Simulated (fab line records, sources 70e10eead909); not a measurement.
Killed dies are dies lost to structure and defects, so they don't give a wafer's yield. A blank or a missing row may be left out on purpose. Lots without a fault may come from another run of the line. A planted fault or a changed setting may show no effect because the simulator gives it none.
fab line records | flow nand_harc | part 2 of 2: steps 26 to 38 of 38
record lots=5 wafers=15 last_day=30
route steps=1302 shown P_STI@81 P_GATE@110
lots that met no fault: from a run of the same line without faults
start_h: hours from the record's first day to the start of the lot's first wafer shown | wait_h: hours since the lot's step before | " the same as in the row above | L1.1+2: a row that stands for several wafers | - no value, or no start given | * or withheld: withheld | < > ~ a bound
route shown NAME@n: a module of which the file shows steps, and the number in the route of the first | usual: mean/standard deviation of fault-free wafers | same: alike in all rows | chamber/n: place in a boat | sites: the reading at each site | _std_site: their standard deviation | _edge_site: outer sites' mean less inner sites' | radius_mm: how far each site lies from the wafer's centre | mask NAME#n: copy n | behind: the tool/chamber that last shaped the wafer | hold: why the lot was held/for how many hours/how that ended | device: the transistor (n, p or np) that didn't switch | end of line: the same wafers' tests at the end of the route | a step without rows: its recipe alone | killed: dies lost to structure and defects at the first sort, not the wafer's yield | map: a wafer's dies, x killed, . not, _ none there
set.NAME: the setting as run; set.NAME@STEP: as run at that earlier step | model.NAME: the simulator's own value behind a step, which no gauge read
lots at some steps of the route; a table a step, a row a wafer
services: from which hour (start_h, from the record's first day; less than 0 if before it) a tool's chamber was out of use, for how many hours, and why
## steps
# step NHARC_P_STI_SRD_39
# columns lot.wafer tool chamber start_h wait_h
L078.6+3+2 wet_bench-03 2,5,6 - -
L080.1+4+2 wet_bench-03 7,2,3 - -
L082.3+5+2 wet_bench-03 7,1,3 - -
L086.2+6+5 wet_bench-04 7,0,1 - -
L089.1+2+3 wet_bench-04 3,4,5 - -
# step NHARC_P_STI_OXIDE_40
# recipe target_thk_a=100 temp_c=900 ox_time_s=1362 material=SiO2
# usual spike_tc_centre_C=900.1/1.3
# columns lot.wafer tool chamber start_h wait_h spike_tc_centre_C
L078.2 furnace-04 0 105.28 - 901.8
L078.3 " 0 " " 899.5
L078.6 " 0 " " 900.0
L080.1 furnace-04 0 126.95 - 900.8
L080.2 " 0 " " 901.0
L080.4 " 0 " " 899.0
L082.2 furnace-07 0 149.33 - 897.8
L082.3 " 0 " " 898.5
L082.5 " 0 " " 898.7
L086.2 furnace-07 0 186.80 - 900.8
L086.5 " 0 " " 899.2
L086.6 " 0 " " 898.7
L089.1 furnace-04 0 219.55 - 900.7
L089.2 " 0 " " 900.9
L089.3 " 0 " " 901.9
# step NHARC_P_STI_INSPECT_25
# usual raw_defect_count=205/69
# columns lot.wafer tool chamber start_h wait_h raw_defect_count
L078.2 defect_inspect-01 - 109.33 0.4 230
L078.3 " - " " 157
L078.6 " - " " 152
L080.1 defect_inspect-02 - 131.06 0.4 177
L080.2 " - " " 260
L080.4 " - " " 184
L082.2 defect_inspect-02 - 153.44 0.4 185
L082.3 " - " " 132
L082.5 " - " " 356
L086.2 defect_inspect-01 - 190.80 0.4 159
L086.5 " - " " 184
L086.6 " - " " 194
L089.1 defect_inspect-01 - 223.60 0.4 126
L089.2 " - " " 177
L089.3 " - " " 203
# step NHARC_P_GATE_ETCH_69
# recipe target_depth_a=140 chemistry=dHF material=SiO2
# columns lot.wafer tool chamber start_h wait_h
L078.2+6+3 wet_bench-05 3,4,5 109.40 0.1
L080.1+4+2 wet_bench-01 5,7,0 131.13 0.1
L082.3+5+2 wet_bench-05 4,5,6 153.50 0.0
L086.6+2+5 wet_bench-01 4,5,6 190.87 0.1
L089.1+3+2 wet_bench-01 3,6,7 223.67 0.1
# step NHARC_P_GATE_PRECLEAN_70
# recipe time_s=* temp_c=50 bath_age_min=0 chemistry=SC1
# usual bath_guard_temp_C=50.0/0.58
# columns lot.wafer tool chamber start_h wait_h bath_guard_temp_C
L078.2 wet_bench-05 3 109.48 0.1 51.4
L078.6 " 4 " " 49.5
L078.3 " 5 " " 48.9
L080.1 wet_bench-01 5 131.21 0.1 50.1
L080.4 " 7 " " 49.2
L080.2 " 0 " " 50.7
L082.3 wet_bench-05 4 153.59 0.1 49.5
L082.5 " 5 " " 48.8
L082.2 " 6 " " 50.6
L086.6 wet_bench-01 4 190.95 0.1 50.6
L086.2 " 5 " " 49.9
L086.5 " 6 " " 50.8
L089.1 wet_bench-01 3 223.75 0.1 49.7
L089.3 " 6 " " 50.7
L089.2 " 7 " " 49.4
# step NHARC_P_GATE_SRD_01
# columns lot.wafer tool chamber start_h wait_h
L078.2+6+3 wet_bench-05 3,4,5 - -
L080.1+4+2 wet_bench-01 5,7,0 - -
L082.3+5+2 wet_bench-05 4,5,6 - -
L086.6+2+5 wet_bench-01 4,5,6 - -
L089.1+3+2 wet_bench-01 3,6,7 - -
# step NHARC_P_GATE_OXIDE_02
# recipe target_thk_a=375 temp_c=950 p_h2o_torr=720 ox_time_s=365 material=SiO2
# usual spike_tc_centre_C=950.2/1.1
# columns lot.wafer tool chamber start_h wait_h spike_tc_centre_C
L078.2 furnace-08 0 112.82 - 949.7
L078.3 " 0 " " 950.4
L078.6 " 0 " " 950.4
L080.1 furnace-08 0 134.58 - 950.3
L080.2 " 0 " " 951.2
L080.4 " 0 " " 951.2
L082.2 furnace-06 0 157.17 - 951.5
L082.3 " 0 " " 952.2
L082.5 " 0 " " 948.0
L086.2 furnace-05 0 194.16 - 950.9
L086.5 " 0 " " 949.4
L086.6 " 0 " " 948.2
L089.1 furnace-05 0 226.96 - 949.1
L089.2 " 0 " " 947.3
L089.3 " 0 " " 949.0
# step NHARC_P_GATE_DEHYDRATE_03
# recipe temp_c=150 time_s=120
# usual exhaust_pa=45.2/0.98
# columns lot.wafer tool chamber start_h wait_h exhaust_pa
L078.2 litho_track-07 0 117.43 0.4 46.2
L078.3 " 0 " " 45.8
L078.6 " 0 " " 45.5
L080.1 litho_track-02 0 139.18 0.4 44.6
L080.2 " 0 " " 45.9
L080.4 " 0 " " 45.1
L082.2 litho_track-07 0 161.83 0.4 45.8
L082.3 " 0 " " 44.3
L082.5 " 0 " " 45.2
L086.2 litho_track-02 0 198.69 0.4 45.5
L086.5 " 0 " " 44.3
L086.6 " 0 " " 44.1
L089.1 litho_track-05 0 231.64 0.4 45.0
L089.2 " 0 " " 45.2
L089.3 " 0 " " 46.1
# step NHARC_P_GATE_HMDS_04
# recipe time_s=30
# usual exhaust_pa=45.1/0.92
# columns lot.wafer tool chamber start_h wait_h exhaust_pa
L078.2 litho_track-07 0 - - 43.9
L078.3 " 0 " " 44.8
L078.6 " 0 " " 44.0
L080.1 litho_track-02 0 - - 46.6
L080.2 " 0 " " 46.6
L080.4 " 0 " " 45.3
L082.2 litho_track-07 0 - - 44.4
L082.3 " 0 " " 44.1
L082.5 " 0 " " 44.3
L086.2 litho_track-02 0 - - 46.4
L086.5 " 0 " " 44.0
L086.6 " 0 " " 45.2
L089.1 litho_track-05 0 - - 44.1
L089.2 " 0 " " 44.6
L089.3 " 0 " " 43.6
# step NHARC_P_GATE_COAT_05
# recipe spin_rpm=4690
# usual exhaust_pa=45.1/0.9
# columns lot.wafer tool chamber start_h wait_h exhaust_pa
L078.2 litho_track-07 0 - - 44.5
L078.3 " 0 " " 42.7
L078.6 " 0 " " 44.7
L080.1 litho_track-02 0 - - 46.3
L080.2 " 0 " " 45.7
L080.4 " 0 " " 46.1
L082.2 litho_track-07 0 - - 43.9
L082.3 " 0 " " 44.2
L082.5 " 0 " " 44.4
L086.2 litho_track-02 0 - - 46.1
L086.5 " 0 " " 44.9
L086.6 " 0 " " 44.9
L089.1 litho_track-05 0 - - 45.2
L089.2 " 0 " " 44.9
L089.3 " 0 " " 45.3
# step NHARC_P_GATE_SOFTBAKE_06
# recipe temp_c=122 time_s=95
# usual exhaust_pa=45.0/0.87
# columns lot.wafer tool chamber start_h wait_h exhaust_pa
L078.2 litho_track-07 0 - - 44.1
L078.3 " 0 " " 46.0
L078.6 " 0 " " 45.6
L080.1 litho_track-02 0 - - 45.6
L080.2 " 0 " " 44.2
L080.4 " 0 " " 45.4
L082.2 litho_track-07 0 - - 45.0
L082.3 " 0 " " 45.8
L082.5 " 0 " " 44.2
L086.2 litho_track-02 0 - - 43.3
L086.5 " 0 " " 43.9
L086.6 " 0 " " 44.3
L089.1 litho_track-05 0 - - 47.7
L089.2 " 0 " " 45.5
L089.3 " 0 " " 46.0
# step NHARC_P_GATE_EBR_07
# usual exhaust_pa=45.0/0.87
# columns lot.wafer tool chamber start_h wait_h exhaust_pa
L078.2 litho_track-07 0 - - 45.7
L078.3 " 0 " " 44.6
L078.6 " 0 " " 44.8
L080.1 litho_track-02 0 - - 44.5
L080.2 " 0 " " 44.4
L080.4 " 0 " " 43.7
L082.2 litho_track-07 0 - - 45.7
L082.3 " 0 " " 45.8
L082.5 " 0 " " 46.0
L086.2 litho_track-02 0 - - 46.1
L086.5 " 0 " " 44.7
L086.6 " 0 " " 45.5
L089.1 litho_track-05 0 - - 45.4
L089.2 " 0 " " 45.2
L089.3 " 0 " " 46.5
# step NHARC_P_GATE_EXPOSE_08
# recipe na=0.6 dose_mj=16.75 mask_id=P_HV
# columns lot.wafer tool chamber start_h wait_h mask
L078.2+3+6 krf_scanner-04 0 117.71 - P_HV#0
L080.1+2+4 krf_scanner-04 0 139.33 - P_HV#0
L082.2+3+5 krf_scanner-02 0 162.10 - P_HV#0
L086.2+5+6 krf_scanner-04 0 198.96 - P_HV#0
L089.1+2+3 krf_scanner-04 0 231.91 - P_HV#0
## services
# columns tool chamber start_h hours kind
krf_scanner-04 - 59.62 4.0 repair
wet_bench-04 - 68.29 4.5 repair
rie_diel-07 1 68.92 1.5 repair
litho_track-07 - 76.00 7.0 pm
wet_bench-05 - 84.80 8.0 pm
wet_bench-01 - 101.60 8.0 pm
rie_diel-04 2 104.55 4.6 repair
wet_bench-09 - 112.59 1.3 repair
rie_diel-08 - 120.47 0.1 repair
litho_track-05 - 124.00 7.0 pm
rie_diel-04 3 150.29 31.8 repair
rie_diel-04 - 150.39 0.4 repair
krf_scanner-04 - 168.25 0.5 repair
wet_bench-09 - 176.80 8.0 pm
rie_diel-04 - 177.90 9.0 pm
krf_scanner-04 - 182.00 4.0 pm
hdpcvd-01 - 185.00 13.0 pm
krf_scanner-04 - 190.09 5.0 repair
rie_diel-08 - 190.80 9.0 pm
rie_diel-04 2 200.64 8.6 repair
furnace-01 - 208.62 26.0 pm
wet_bench-03 - 210.40 8.0 pm
litho_track-02 - 227.00 7.0 pm
wet_bench-04 - 227.20 8.0 pm
